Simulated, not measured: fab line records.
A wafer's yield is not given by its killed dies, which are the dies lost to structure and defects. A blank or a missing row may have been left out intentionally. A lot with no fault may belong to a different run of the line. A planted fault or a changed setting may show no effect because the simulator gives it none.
What tool caused it? -- flow nand_harc -- 6 lots with 17 wafers sampled at 5 steps, on a route of 1159 steps

== WHAT EACH GAUGE READ, for each wafer ==
NHARC_END_SORT_01.
lot,measured,on,killed_at_array
L723,day 23 15:49,prober-02,60 59
L724,day 24 07:23,prober-01,37 31

== WHICH TOOL RAN EACH LOT (tool, then ch and the chambers of the sampled wafers, then the start) ==
lot,NHARC_A_STAIRCASE_TRIM_202,NHARC_A_STAIRCASE_TRIM_224,NHARC_A_STAIRCASE_ETCH_230,NHARC_A_STAIRCASE_ETCH_234
L708,"rie_diel-02 ch 1,2,3, day 11 12:58 or earlier","rie_diel-03 ch 1,2,3, day 11 12:58","rie_diel-12 ch 0,1,2, no start","rie_diel-12 ch 1,2,3, no start"
L709,"rie_diel-03 ch 1,2,3, day 12 01:16 or earlier","rie_diel-03 ch 0,3, day 12 01:16","rie_diel-12 ch 0,2, no start","rie_diel-12 ch 2,3, no start"
L712,"rie_diel-03 ch 2,3, day 12 08:29 or earlier","rie_diel-02 ch 0,1,3, day 12 08:29","rie_diel-12 ch 1,2, no start","rie_diel-12 ch 0,1,3, no start"
L717,"rie_diel-03 ch 0,2,3, day 13 17:49 or earlier","rie_diel-12 ch 0,1,2, day 13 17:49","rie_diel-03 ch 1,3, no start","rie_diel-03 ch 2,3, no start"
L723,"rie_diel-02 ch 1,2, day 15 13:48 or earlier","rie_diel-03 ch 1, day 15 13:48","rie_diel-03 ch 2,3, day 23 15:49 or earlier","rie_diel-03 ch 3, day 23 15:49 or earlier"
L724,"rie_diel-12 ch 1,2,3, day 15 20:35 or earlier","rie_diel-03 ch 0,2,3, day 15 20:35","rie_diel-02 ch 0,1,2, day 24 07:23 or earlier","rie_diel-02 ch 1,2,3, day 24 07:23 or earlier"
- NHARC_A_STAIRCASE_TRIM_202: chemistry O2, time 211.2 s.
- NHARC_A_STAIRCASE_TRIM_224: chemistry O2, time 211.2 s.
- NHARC_A_STAIRCASE_ETCH_230: etches the open film in C4F8/O2, target depth 100 nm, time 40.5 s.
- NHARC_A_STAIRCASE_ETCH_234: etches the open film in C4F8/O2, target depth 100 nm, time 40.5 s.

== THE ANSWER, worked out from the rows above alone ==
Rule: the usual values come from the lots themselves. The widest of any qualifying gaps counts: lots, ordered by their means at a reading, are off when they make up no more than a third of the lots, leave a main group of 4 or more, and stand apart from it by 3 or more times the standard deviation of that group's means. A main group whose means are all the same, to the digits that the tables above print for the reading, isn't used. Also off: a lot with no number at a reading for which 4 or more lots have one. The other lots that the step has rows for count as sound.
None of the lots is off at any reading shown; this tells nothing.

== WHAT THE SIMULATOR PUT IN ==
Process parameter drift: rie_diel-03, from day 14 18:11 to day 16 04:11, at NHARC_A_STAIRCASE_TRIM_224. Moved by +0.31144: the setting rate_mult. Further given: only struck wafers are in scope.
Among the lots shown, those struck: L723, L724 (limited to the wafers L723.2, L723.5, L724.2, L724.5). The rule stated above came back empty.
